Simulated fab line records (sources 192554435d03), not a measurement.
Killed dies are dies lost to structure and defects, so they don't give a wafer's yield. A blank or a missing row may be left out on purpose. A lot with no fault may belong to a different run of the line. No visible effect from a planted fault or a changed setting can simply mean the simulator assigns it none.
Chamber matching :: flow n5_finfet :: rie_diel-06 running N5_BEOL_M9_DESCUM_16: 4 sister chambers
The step chemistry O2, time 7.9 s. 24 wafers are shown with their chamber, then 12 later ones without.

WAFERS WITH THEIR CHAMBER
wafer: L077.3
chamber: 2
showerhead_plenum_p_Torr (Torr): 2.05
throttle_valve_pct (%): 20.61
oes_product_au (a.u.): 0.69

wafer: L077.4
chamber: 3
showerhead_plenum_p_Torr (Torr): 2.21
throttle_valve_pct (%): 20.42
oes_product_au (a.u.): 0.82

wafer: L077.6
chamber: 2
showerhead_plenum_p_Torr (Torr): 2.05
throttle_valve_pct (%): 20.62
oes_product_au (a.u.): 0.70

wafer: L078.2
chamber: 3
showerhead_plenum_p_Torr (Torr): 2.21
throttle_valve_pct (%): 20.44
oes_product_au (a.u.): 0.81

wafer: L078.4
chamber: 2
showerhead_plenum_p_Torr (Torr): 2.05
throttle_valve_pct (%): 20.61
oes_product_au (a.u.): 0.70

wafer: L078.5
chamber: 2
showerhead_plenum_p_Torr (Torr): 2.05
throttle_valve_pct (%): 20.62
oes_product_au (a.u.): 0.70

wafer: L079.3
chamber: 3
showerhead_plenum_p_Torr (Torr): 2.20
throttle_valve_pct (%): 20.43
oes_product_au (a.u.): 0.82

wafer: L079.4
chamber: 0
showerhead_plenum_p_Torr (Torr): 2.03
throttle_valve_pct (%): 20.41
oes_product_au (a.u.): 0.88

wafer: L079.6
chamber: 0
showerhead_plenum_p_Torr (Torr): 2.03
throttle_valve_pct (%): 20.43
oes_product_au (a.u.): 0.88

wafer: L082.1
chamber: 0
showerhead_plenum_p_Torr (Torr): 2.03
throttle_valve_pct (%): 20.40
oes_product_au (a.u.): 0.87

wafer: L082.4
chamber: 2
showerhead_plenum_p_Torr (Torr): 2.05
throttle_valve_pct (%): 20.64
oes_product_au (a.u.): 0.70

wafer: L082.5
chamber: 0
showerhead_plenum_p_Torr (Torr): 2.03
throttle_valve_pct (%): 20.42
oes_product_au (a.u.): 0.88

wafer: L083.1
chamber: 1
showerhead_plenum_p_Torr (Torr): 2.10
throttle_valve_pct (%): 19.79
oes_product_au (a.u.): 0.83

wafer: L083.2
chamber: 2
showerhead_plenum_p_Torr (Torr): 2.05
throttle_valve_pct (%): 20.63
oes_product_au (a.u.): 0.69

wafer: L083.5
chamber: 2
showerhead_plenum_p_Torr (Torr): 2.05
throttle_valve_pct (%): 20.63
oes_product_au (a.u.): 0.69

wafer: L084.1
chamber: 1
showerhead_plenum_p_Torr (Torr): 2.10
throttle_valve_pct (%): 19.83
oes_product_au (a.u.): 0.83

wafer: L084.5
chamber: 0
showerhead_plenum_p_Torr (Torr): 2.03
throttle_valve_pct (%): 20.45
oes_product_au (a.u.): 0.86

wafer: L084.6
chamber: 3
showerhead_plenum_p_Torr (Torr): 2.20
throttle_valve_pct (%): 20.47
oes_product_au (a.u.): 0.81

wafer: L088.2
chamber: 0
showerhead_plenum_p_Torr (Torr): 2.03
throttle_valve_pct (%): 20.44
oes_product_au (a.u.): 0.86

wafer: L088.5
chamber: 1
showerhead_plenum_p_Torr (Torr): 2.10
throttle_valve_pct (%): 19.82
oes_product_au (a.u.): 0.83

wafer: L088.6
chamber: 2
showerhead_plenum_p_Torr (Torr): 2.05
throttle_valve_pct (%): 20.66
oes_product_au (a.u.): 0.69

wafer: L090.2
chamber: 3
showerhead_plenum_p_Torr (Torr): 2.20
throttle_valve_pct (%): 20.45
oes_product_au (a.u.): 0.80

wafer: L090.3
chamber: 1
showerhead_plenum_p_Torr (Torr): 2.10
throttle_valve_pct (%): 19.82
oes_product_au (a.u.): 0.81

wafer: L090.4
chamber: 2
showerhead_plenum_p_Torr (Torr): 2.05
throttle_valve_pct (%): 20.65
oes_product_au (a.u.): 0.68

SIGNATURES (averages over the wafers above)
reading: showerhead_plenum_p_Torr
chamber 0: 2.0300
chamber 1: 2.1000
chamber 2: 2.0500
chamber 3: 2.2040
scatter within a chamber: 0.00245

reading: throttle_valve_pct
chamber 0: 20.4250
chamber 1: 19.8150
chamber 2: 20.6300
chamber 3: 20.4420
scatter within a chamber: 0.0181

reading: oes_product_au
chamber 0: 0.8717
chamber 1: 0.8250
chamber 2: 0.6933
chamber 3: 0.8120
scatter within a chamber: 0.00855
Rule: a wafer lies at a distance from a chamber equal to the root of the sum of squares, over the readings, of (its reading less the chamber's mean, divided by the reading's scatter). The wafer belongs to the nearest chamber; if the next one is less than 2 further off, it can't be placed. The scatter is the square root of a quotient: the sum, over the shown wafers, of each reading's squared deviation from its chamber's mean, divided by wafers minus chambers.

WAFERS WITHOUT THEIR CHAMBER
wafer: L087.1
showerhead_plenum_p_Torr (Torr): 2.20
throttle_valve_pct (%): 20.44
oes_product_au (a.u.): 0.80

wafer: L087.2
showerhead_plenum_p_Torr (Torr): 2.03
throttle_valve_pct (%): 20.46
oes_product_au (a.u.): 0.85

wafer: L087.6
showerhead_plenum_p_Torr (Torr): 2.03
throttle_valve_pct (%): 20.45
oes_product_au (a.u.): 0.86

wafer: L089.3
showerhead_plenum_p_Torr (Torr): 2.20
throttle_valve_pct (%): 20.47
oes_product_au (a.u.): 0.80

wafer: L089.4
showerhead_plenum_p_Torr (Torr): 2.03
throttle_valve_pct (%): 20.46
oes_product_au (a.u.): 0.85

wafer: L089.5
showerhead_plenum_p_Torr (Torr): 2.03
throttle_valve_pct (%): 20.46
oes_product_au (a.u.): 0.86

wafer: L092.2
showerhead_plenum_p_Torr (Torr): 2.03
throttle_valve_pct (%): 20.47
oes_product_au (a.u.): 0.85

wafer: L092.5
showerhead_plenum_p_Torr (Torr): 2.09
throttle_valve_pct (%): 19.85
oes_product_au (a.u.): 0.80

wafer: L092.6
showerhead_plenum_p_Torr (Torr): 2.03
throttle_valve_pct (%): 20.48
oes_product_au (a.u.): 0.85

wafer: L096.1
showerhead_plenum_p_Torr (Torr): 2.19
throttle_valve_pct (%): 20.49
oes_product_au (a.u.): 0.77

wafer: L096.2
showerhead_plenum_p_Torr (Torr): 2.02
throttle_valve_pct (%): 20.47
oes_product_au (a.u.): 0.84

wafer: L096.4
showerhead_plenum_p_Torr (Torr): 2.04
throttle_valve_pct (%): 20.30
oes_product_au (a.u.): 0.95

THE CHAMBER EACH PASSED THROUGH
wafer: L087.1
from the rows above: 3
in truth: 3

wafer: L087.2
from the rows above: 0
in truth: 0

wafer: L087.6
from the rows above: 0
in truth: 0

wafer: L089.3
from the rows above: 3
in truth: 3

wafer: L089.4
from the rows above: 0
in truth: 0

wafer: L089.5
from the rows above: 0
in truth: 0

wafer: L092.2
from the rows above: 0
in truth: 0

wafer: L092.5
from the rows above: 1
in truth: 1

wafer: L092.6
from the rows above: 0
in truth: 0

wafer: L096.1
from the rows above: 3
in truth: 3

wafer: L096.2
from the rows above: 0
in truth: 0

wafer: L096.4
from the rows above: 0
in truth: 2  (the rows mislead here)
Correct placement for 11 of the 12. Number that these rows cannot place: 0. 1 placed wrongly.
